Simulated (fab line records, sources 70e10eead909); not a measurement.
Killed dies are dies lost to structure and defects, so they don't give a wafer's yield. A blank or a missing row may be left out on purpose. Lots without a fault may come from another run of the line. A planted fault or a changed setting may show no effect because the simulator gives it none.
Chamber matching | flow nand_harc | NHARC_A_STAIRCASE_CMP_152 on cmp-01: 4 sister chambers
The step polishes. 8 wafers are shown with their chamber, then 8 later ones without.

WAFERS WITH THEIR CHAMBER
wafer  | chamber | motor_current_A (A) | edge_zone_pressure_frac
L079.5 | 1       | 14.7                | 1.002
L084.3 | 2       | 12.0                | 1.000
L087.5 | 1       | 15.1                | 1.003
L087.6 | 2       | 12.2                | 0.992
L091.4 | 0       | 10.8                | 1.007
L091.5 | 3       | 11.8                | 0.992
L091.6 | 0       | 11.6                | 1.010
L090.3 | 3       | 12.3                | 1.004

WAFERS WITHOUT THEIR CHAMBER
wafer  | motor_current_A (A) | edge_zone_pressure_frac
L090.5 | 12.6                | 0.987
L090.6 | 14.9                | 0.993
L095.1 | 12.4                | 0.998
L095.5 | 15.2                | 0.996
L095.6 | 12.7                | 0.995
L097.1 | 14.7                | 1.001
L097.3 | 12.9                | 0.998
L097.6 | 11.1                | 1.001

WHICH CHAMBER EACH WENT THROUGH
wafer  | from the rows above          | in truth
L090.5 | can't be placed: 2 or 3      | 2
L090.6 | 1                            | 1
L095.1 | can't be placed: 2 or 3      | 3
L095.5 | 1                            | 1
L095.6 | can't be placed: 2 or 3      | 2
L097.1 | 1                            | 1
L097.3 | can't be placed: 2 or 3      | 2
L097.6 | can't be placed: 0 or 3 or 2 | 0
Placed correctly: 3 of 8. Can't be placed from these rows: 5 (the true chamber is among the candidates in 5). Placed wrongly: 0.
How it was worked out, from the rows above alone: a wafer's distance from a chamber is the root of the sum, over the readings, of the square of ((its reading less the chamber's mean) divided by the reading's scatter). The wafer belongs to the nearest chamber; if the next one is less than 2 further off, it can't be placed. A chamber's mean is the mean of its shown wafers. The scatter: the root of (the sum of the squares of (reading less its chamber's mean) over the shown wafers, divided by (wafers less chambers)).
